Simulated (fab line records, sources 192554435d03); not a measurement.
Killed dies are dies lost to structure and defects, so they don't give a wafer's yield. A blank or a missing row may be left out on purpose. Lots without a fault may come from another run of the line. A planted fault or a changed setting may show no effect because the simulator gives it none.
A struck lot beside a sound one | flow n5_finfet | 24 steps out of a route of 1938
Sound: wafers L887.1, L887.2, L887.4. Struck: wafers L894.2, L894.5. (L894.6 of the same lot was not struck and is left out.) The cause comes at the end.
At each step with rows: each side's tool, then ch and its chambers, then its first start. Under that, the readings that differ: sound wafers | struck wafers | difference of the means | sigmas: that difference in standard deviations of wafers without a fault.
alike: readings whose means differ by less than 2 such deviations, and words and numbers that are the same on both sides. not compared: withheld readings, readings that some wafer has no value for, bounds like >300 that may hide the same value, and numbers for which the record gives no deviation and whose values overlap.
The two part at a step that has a row with sigmas, a row that says differs or no value, or rows on one side only. Numbers that don't overlap but have no deviation are shown without sigmas and don't part them. A reading that every wafer of one side lacks parts them only if that side has two wafers or more.

first, 9 steps without rows for these wafers: N5_BEOL_M13_SOFTBAKE_05 (time 60 s); N5_BEOL_M13_EXPOSE_07 (exposes mask V12); N5_BEOL_M13_PEB_08 (peb time 90 s); N5_BEOL_M13_DEVELOP_09 (develop time 45 s); N5_BEOL_M13_HARDBAKE_14 (time 120 s); N5_BEOL_M13_DESCUM_15 (chemistry O2, time 7.9 s); N5_BEOL_M13_ETCH_59 (etches BARC in N2/H2, target depth 89 nm, overetch 26.7 nm, time 67.9 s); N5_BEOL_M13_VIA_ETCH_16 (etches SiOC in C4F8/O2/Ar, target depth 921.7 nm); N5_BEOL_M13_STRIP_63 (strips in N2/H2).
N5_BEOL_M13_STRIP_64: strips in N2/H2.
  sound on plasma_asher-01 ch 0,1, day 12 16:03; struck on plasma_asher-01 ch 1, day 13 21:16
  alike: drypump_motor_current_A, heater_power_w, oes_product_au, strip_time_to_endpoint_s
  not compared: rf_hours_counter_h
then, 11 steps without rows for these wafers: N5_BEOL_M13_STRIP_71 (strips in post etch residue remover, time 60 s); N5_BEOL_M13_SRD_72 (time 30 s, dry time 30 s); N5_BEOL_M13_COAT_65 (time 60 s, resist thk 350 nm); N5_BEOL_M13_COAT_66 (time 60 s, resist thk 110 nm); N5_BEOL_M13_COAT_22 (resist thk 300 nm); N5_BEOL_M13_EBR_24; N5_BEOL_M13_SOFTBAKE_23 (time 60 s); N5_BEOL_M13_EXPOSE_25 (exposes mask M13, target cd 210 nm); N5_BEOL_M13_PEB_26 (peb time 90 s); N5_BEOL_M13_DEVELOP_27 (develop time 45 s); N5_BEOL_M13_HARDBAKE_32 (time 120 s).
N5_BEOL_M13_INSPECT_30: inspects for defects (macro).
  sound on defect_inspect-01, day 12 16:35; struck on defect_inspect-02, day 13 21:47
  reading          | sound | struck    | difference | sigmas
  raw_defect_count | 4 1 1 | >300 >300 | differs    |
then, 1 step without rows for these wafers: N5_BEOL_M13_DESCUM_33 (chemistry O2, time 7.9 s).
N5_PASSIVATION_PROBE_49:
  the record has rows for the struck wafers here (prober-02, day 15 05:52) and none for the sound ones

WHERE THEY PART
First at N5_BEOL_M13_INSPECT_30; last, within this record, at N5_PASSIVATION_PROBE_49.

WHY: what the simulator had put in
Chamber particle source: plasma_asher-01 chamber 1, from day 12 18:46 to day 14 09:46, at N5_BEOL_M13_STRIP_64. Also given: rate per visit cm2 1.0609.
